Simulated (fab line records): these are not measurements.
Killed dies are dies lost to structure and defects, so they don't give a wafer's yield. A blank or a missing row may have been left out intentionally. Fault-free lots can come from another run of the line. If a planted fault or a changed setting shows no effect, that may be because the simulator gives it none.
Chamber matching || flow nandHarc || NHARC_A_STAIRCASE_ETCH_313 on rieDiel-12: 4 sister chambers
The step etches the open film in CF4/CHF3. 8 wafers are shown with their chamber, then 9 later ones without.

== WAFERS, EACH WITH ITS CHAMBER ==
{"wafer": "L086.2", "chamber": 0, "drypumpMotorCurrentA (A)": 5.6, "showerheadPlenumPTorr (Torr)": 1.61}
{"wafer": "L088.1", "chamber": 1, "drypumpMotorCurrentA (A)": 5.9, "showerheadPlenumPTorr (Torr)": 1.51}
{"wafer": "L092.4", "chamber": 3, "drypumpMotorCurrentA (A)": 5.4, "showerheadPlenumPTorr (Torr)": 1.60}
{"wafer": "L092.5", "chamber": 1, "drypumpMotorCurrentA (A)": 5.9, "showerheadPlenumPTorr (Torr)": 1.51}
{"wafer": "L092.6", "chamber": 2, "drypumpMotorCurrentA (A)": 6.1, "showerheadPlenumPTorr (Torr)": 1.64}
{"wafer": "L093.1", "chamber": 0, "drypumpMotorCurrentA (A)": 5.6, "showerheadPlenumPTorr (Torr)": 1.60}
{"wafer": "L093.2", "chamber": 2, "drypumpMotorCurrentA (A)": 6.1, "showerheadPlenumPTorr (Torr)": 1.64}
{"wafer": "L093.3", "chamber": 3, "drypumpMotorCurrentA (A)": 5.3, "showerheadPlenumPTorr (Torr)": 1.60}

== WAFERS WITHOUT THEIR CHAMBER ==
{"wafer": "L094.1", "drypumpMotorCurrentA (A)": 6.1, "showerheadPlenumPTorr (Torr)": 1.64}
{"wafer": "L094.2", "drypumpMotorCurrentA (A)": 5.6, "showerheadPlenumPTorr (Torr)": 1.60}
{"wafer": "L094.3", "drypumpMotorCurrentA (A)": 5.9, "showerheadPlenumPTorr (Torr)": 1.51}
{"wafer": "L097.1", "drypumpMotorCurrentA (A)": 6.1, "showerheadPlenumPTorr (Torr)": 1.64}
{"wafer": "L097.4", "drypumpMotorCurrentA (A)": 5.6, "showerheadPlenumPTorr (Torr)": 1.60}
{"wafer": "L097.5", "drypumpMotorCurrentA (A)": 5.3, "showerheadPlenumPTorr (Torr)": 1.59}
{"wafer": "L096.1", "drypumpMotorCurrentA (A)": 5.6, "showerheadPlenumPTorr (Torr)": 1.60}
{"wafer": "L096.4", "drypumpMotorCurrentA (A)": 6.1, "showerheadPlenumPTorr (Torr)": 1.64}
{"wafer": "L096.6", "drypumpMotorCurrentA (A)": 6.1, "showerheadPlenumPTorr (Torr)": 1.64}

== THE CHAMBER EACH PASSED THROUGH ==
{"wafer": "L094.1", "from the rows above": 2, "in truth": 2}
{"wafer": "L094.2", "from the rows above": 0, "in truth": 0}
{"wafer": "L094.3", "from the rows above": 1, "in truth": 1}
{"wafer": "L097.1", "from the rows above": 2, "in truth": 2}
{"wafer": "L097.4", "from the rows above": 0, "in truth": 0}
{"wafer": "L097.5", "from the rows above": 3, "in truth": 3}
{"wafer": "L096.1", "from the rows above": 0, "in truth": 0}
{"wafer": "L096.4", "from the rows above": 2, "in truth": 2}
{"wafer": "L096.6", "from the rows above": 2, "in truth": 2}
9 of 9 placed correctly. Not placeable from these rows: 0. Wrongly placed: 0.
How it was worked out, from the rows above alone: a wafer's distance from a chamber is the root of the sum, over the readings, of the square of ((its reading less the chamber's mean) divided by the reading's scatter). The wafer belongs to the nearest chamber; if the next one is less than 2 further off, it can't be placed. The mean given for a chamber averages the wafers shown for that chamber. How the scatter is found: for the shown wafers, subtract from each reading the mean of its chamber, square and add these, divide the total by (wafers less chambers), then take the root.
